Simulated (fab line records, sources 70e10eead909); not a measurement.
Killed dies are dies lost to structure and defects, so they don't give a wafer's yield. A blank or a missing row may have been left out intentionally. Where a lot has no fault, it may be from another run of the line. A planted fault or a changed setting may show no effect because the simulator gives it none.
The tool behind it: which one? ; flow nand_harc ; 14 lots with 42 wafers sampled at 5 steps, on a route of 1302 steps

== WHAT THE GAUGES SHOWED, per wafer ==
NHARC_P_GATE_CD_MEAS_11 targets a cd of 1640 nm. Usual: 1641.8 nm for cd_nm, sd 2.6.
lot;measured;on;cd_nm (nm);flag
L143;day 4 16:46;cd_sem-03;1643.3 1644.3 1643.6;
L146;day 5 10:40;cd_sem-01;1644.9 1639.9 1637.7;
L147;day 5 23:47;cd_sem-03;1642.4 1640.7 1640.2;
L148;day 6 11:23;cd_sem-01;1638.8 1638.7 1643.4;
L150;day 7 08:33;cd_sem-02;1641.2 1643.6 1643.8;
L152;day 7 21:25;cd_sem-03;1634.7 1638.8 1638.4;
L156;day 9 19:53;cd_sem-03;1639.8 1643.4 1640.9;
L157;day 10 11:24;cd_sem-03;1639.8 1639.5 1638.0;
L158;day 10 11:33;cd_sem-03;1642.2 1644.1 1638.7;
L160;day 11 08:14;cd_sem-01;1643.6 1640.0 1641.6;
L162;day 12 05:58;cd_sem-01;1640.0 1644.1 1643.6;
L163;day 12 20:01;cd_sem-03;1645.1 1646.2 1641.5;
L165;day 13 14:46;cd_sem-03;1646.2 1639.1 1639.9;
L166;day 14 07:20;cd_sem-03;1642.3 1638.4 1644.0;

NHARC_P_GATE_INSPECT_28. Usual: 6.5 for raw_defect_count, sd 3.
lot;measured;on;raw_defect_count;flag
L143;day 5 08:48;defect_inspect-01;10 7 3;
L146;day 6 01:46;defect_inspect-01;4 4 5;
L147;day 6 17:43;defect_inspect-02;8 6 8;
L148;day 7 04:10;defect_inspect-01;6 10 2;
L150;day 7 23:58;defect_inspect-02;8 4 6;
L152;day 8 13:29;defect_inspect-01;8 8 4;
L156;day 10 12:55;defect_inspect-01;2 5 9;
L157;day 11 02:47;defect_inspect-01;3 7 5;
L158;day 11 03:16;defect_inspect-01;6 10 4;
L160;day 11 22:38;defect_inspect-02;12 5 3;
L162;day 12 22:18;defect_inspect-01;6 3 3;
L163;day 13 10:16;defect_inspect-01;4 7 9;
L165;day 14 11:26;defect_inspect-01;4 5 6;
L166;day 14 21:16;defect_inspect-01;9 11 11;

NHARC_P_GATE_CD_MEAS_46 targets a cd of 720 nm. Usual: 721.1 nm for cd_nm, sd 2.4.
lot;measured;on;cd_nm (nm);flag
L143;day 5 20:45;cd_sem-03;720.8 723.1 723.2;
L146;day 6 13:33;cd_sem-01;722.6 720.0 716.4;
L147;day 7 07:40;cd_sem-02;717.1 721.2 718.4;
L148;day 7 15:56;cd_sem-03;723.6 726.2 722.9;
L150;day 8 11:53;cd_sem-01;717.2 722.8 721.4;
L152;day 9 04:12;cd_sem-02;722.3 717.8 720.7;
L156;day 11 00:49;cd_sem-03;719.5 718.8 720.8;
L157;day 11 14:38;cd_sem-02;719.8 720.6 717.7;
L158;day 11 15:08;cd_sem-02;715.5 714.6 716.5;
L160;day 12 10:32;cd_sem-01;717.5 718.6 720.5;
L162;day 13 10:15;cd_sem-02;723.1 719.9 724.4;
L163;day 13 22:11;cd_sem-03;720.0 725.2 721.3;
L165;day 14 23:25;cd_sem-03;723.0 723.7 723.7;
L166;day 15 09:08;cd_sem-03;718.6 721.1 720.8;

NHARC_END_SORT_01. Usual: killed_at_array 52, standard deviation 16; killed_at_other 0.8, standard deviation 0.98; killed_at_periphery 4.2, standard deviation 2.9; killed_dies 57, standard deviation 16; killed_open 3.3, standard deviation 1.9; killed_short 2.5, standard deviation 1.5.
lot;measured;on;killed_at_array;killed_at_other;killed_at_periphery;killed_dies;killed_open;killed_short;flag
L146;day 25 11:32;prober-01;18 24 25;0 1 1;0 2 0;18 27 26;0 1 1;3 1 4;
L148;day 25 18:37;prober-02;53 68 73;0 0 0;4 0 0;57 68 73;3 1 2;0 2 2;
L156;day 30 07:37;prober-01;54 64 49;1 1 1;4 6 5;59 71 55;1 6 5;1 3 4;
L157;day 29 23:02;prober-01;47 41;1 0;2 4;50 45;2 4;2 0;
L158;day 29 22:18;prober-02;58 64 58;2 1 3;4 6 1;64 71 62;2 3 1;7 3 0;
L160;day 31 15:01;prober-02;73 75 59;0 2 2;9 7 1;82 84 62;7 1 2;1 3 3;

== EACH LOT AND THE TOOL THAT RAN IT (in order: tool; ch and the chambers of the sampled wafers; start) ==
lot;NHARC_P_GATE_PEB_44
L143;litho_track-02 ch 0, day 5 20:40
L146;litho_track-03 ch 0, day 6 13:28
L147;litho_track-07 ch 0, day 7 07:34
L148;litho_track-02 ch 0, day 7 15:51
L150;litho_track-03 ch 0, day 8 11:48
L152;litho_track-07 ch 0, day 9 04:07
L156;litho_track-02 ch 0, day 11 00:43
L157;litho_track-02 ch 0, day 11 14:33
L158;litho_track-02 ch 0, day 11 15:02
L160;litho_track-03 ch 0, day 12 10:27
L162;litho_track-03 ch 0, day 13 10:10
L163;litho_track-03 ch 0, day 13 22:05
L165;litho_track-02 ch 0, day 14 23:19
L166;litho_track-07 ch 0, day 15 09:02
- NHARC_P_GATE_PEB_44: peb time 85 s.

== AS READ BY THE TOOLS THEMSELVES (means over the sampled wafers that have a number; for cases with no such wafer, the mark the record gives instead) ==
NHARC_P_GATE_PEB_44. Usual: heater_power_total_W 163.97 W, standard deviation 0.28; plate_temp_C 118.02 C, standard deviation 0.12.
lot;tool;heater_power_total_W (W);plate_temp_C (C);flag
L143;litho_track-02;163.90;118.17;
L146;litho_track-03;163.97;118.14;
L147;litho_track-07;164.25;117.92;
L148;litho_track-02;163.80;117.91;
L150;litho_track-03;164.08;118.10;
L152;litho_track-07;163.99;118.14;
L156;litho_track-02;159.46;115.47;OFF
L157;litho_track-02;159.43;115.53;OFF
L158;litho_track-02;159.59;115.45;OFF
L160;litho_track-03;163.79;117.86;
L162;litho_track-03;163.79;118.03;
L163;litho_track-03;163.93;117.99;
L165;litho_track-02;163.72;118.00;
L166;litho_track-07;163.98;117.95;

== THE ANSWER, worked out from the rows above alone ==
Rule: lot off if the mean of its wafers having a number is beyond 3 standard deviations from the usual mean. Also off: a lot with no number at a reading for which 4 or more lots have one. Any other lot the step has rows for is counted as sound. After the gauges, taken in route order, come the tools' own readings; for these a lot's mean is taken, as printed above. At the first step where some lot is off, the reading lying furthest off is the one used; lots without a number count as furthest.
Off: L156, L157, L158 (NHARC_P_GATE_PEB_44, plate_temp_C).
If a tool, at that step or one of the process steps before it, ran each lot that is off and ran no sound lot following the first of them, it fits. None of those tried fits.

== WHAT WAS PUT IN BY THE SIMULATOR ==
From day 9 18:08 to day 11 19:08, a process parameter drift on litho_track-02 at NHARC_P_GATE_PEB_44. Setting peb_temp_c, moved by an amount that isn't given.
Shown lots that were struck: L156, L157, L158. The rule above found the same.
